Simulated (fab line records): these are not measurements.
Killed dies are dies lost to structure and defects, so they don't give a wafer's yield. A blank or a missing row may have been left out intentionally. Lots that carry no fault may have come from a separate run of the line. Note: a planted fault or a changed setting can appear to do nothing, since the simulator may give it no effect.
Problem report in the 8D (eight disciplines) form, filled by code / flow n5-finfet / the parts of the form that need people (team, actions taken, sign-off) are left out

## 1. WHAT WENT WRONG
N5_BEOL_M15_TRENCH_ETCH_34, bias-w: mean 2426 W over 1 wafer from 1 lot; wafers with no fault: 2040 W, standard deviation 6.1. Relative to the usual mean, that is a shift of +63 standard deviations.
The step: etches SiO2 in C4F8/O2/Ar, target depth 872.93 nm, time 199 s.
First observed at day 15 11:05: wafer L890.3, on rie-diel-01. The record has a number at this step for 15 wafers belonging to 5 lots. Rule for "out" (also "out of limits"): further than 4 standard deviations from the usual mean. The rest of the wafers with a number are treated as sound.

## 2. WHAT IT IS, WHAT IT ISN'T
question=which readings at this step | is=bias-w, rf-vpp-V | is not=O2_flow_sccm, drypump-motor-current-A, oes-product-au, showerhead-plenum-p-Torr, throttle-valve-pct
question=which lots | is=L890 | is not=L877, L880, L895, L899
question=which wafers of those lots | is=L890.3 | is not=L890.1, L890.4
question=read on which tools | is=rie-diel-01 | is not=rie-diel-03, rie-diel-04
question=when | is=from day 15 11:05 | is not=up to then (8 sound wafers); but 6 sound wafers of L895, L899 came after

## 3. THE SUSPECTS, EACH WITH WHAT RULES IT OUT
Counting: a tool at a process step up to the reading stays a suspect if it ran every lot that is out. Sound lots after the first of them don't rule it out here, since some wafers of a struck lot are sound.
- rie-diel-01 at N5_BEOL_M15_ETCH_61 (etches BARC in N2/H2, target depth 89 nm, overetch 26.7 nm, time 67.9 s): kept. It ran the lot that is out, L890 (day 15 11:02); its last sound lot up to then is L877 (day 10 23:18).
- rie-diel-01 at N5_BEOL_M15_TRENCH_ETCH_34 (etches SiO2 in C4F8/O2/Ar, target depth 872.93 nm, time 199 s): kept. It ran the lot that is out, L890 (day 15 11:05); its last sound lot up to then is L877 (day 10 23:22). Its own bias-w, rf-vpp-V readings are out on those wafers.
- At N5_BEOL_M15_ETCH_61, inside rie-diel-01: chamber 3 took the wafers that are out, while their sound lot-mates went through chambers 0, 2.
- At N5_BEOL_M15_TRENCH_ETCH_34, inside rie-diel-01: chamber 3 took the wafers that are out, while their sound lot-mates went through chambers 0, 2.
What counting leaves: rie-diel-01 at N5_BEOL_M15_ETCH_61 and rie-diel-01 at N5_BEOL_M15_TRENCH_ETCH_34.

## 4. THE CAUSE (what the simulator had put in)
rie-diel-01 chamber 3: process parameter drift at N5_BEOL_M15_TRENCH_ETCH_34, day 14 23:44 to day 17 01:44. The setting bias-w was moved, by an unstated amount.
Counting leaves 2 suspects; this tool is one of them.

## 5. THE CHAIN OF EFFECTS, in route order
One row per reading whose mean, taken over the struck wafers that have a number, lies over 3 standard deviations from the usual. Only readings whose record carries a usual standard deviation are examined. hours: median over the lots of the time between each lot's start at the first step of this table that gives one and its start at this step. sigmas: the change, counted in usual standard deviations.
hours=0; step=N5_BEOL_M15_TRENCH_ETCH_34; reading=bias-w; usual=2040 W; on struck wafers=2426; change=+386; sigmas=+63
hours=0; step=N5_BEOL_M15_TRENCH_ETCH_34; reading=rf-vpp-V; usual=2219 V; on struck wafers=2545; change=+326; sigmas=+8.0
The process steps in it:
- N5_BEOL_M15_TRENCH_ETCH_34: etches SiO2 in C4F8/O2/Ar, target depth 872.93 nm, time 199 s.
Later measuring or inspecting steps at which every struck wafer that the step has a row for has a number for every such reading, and none has moved that far: N5_BEOL_M15_THK_MEAS_50.

## 6. HOW IT WOULD HAVE BEEN CAUGHT EARLIER
11 hours passed between the start of the fault at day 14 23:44 and the first reading out of limits in this record, taken at day 15 11:05.
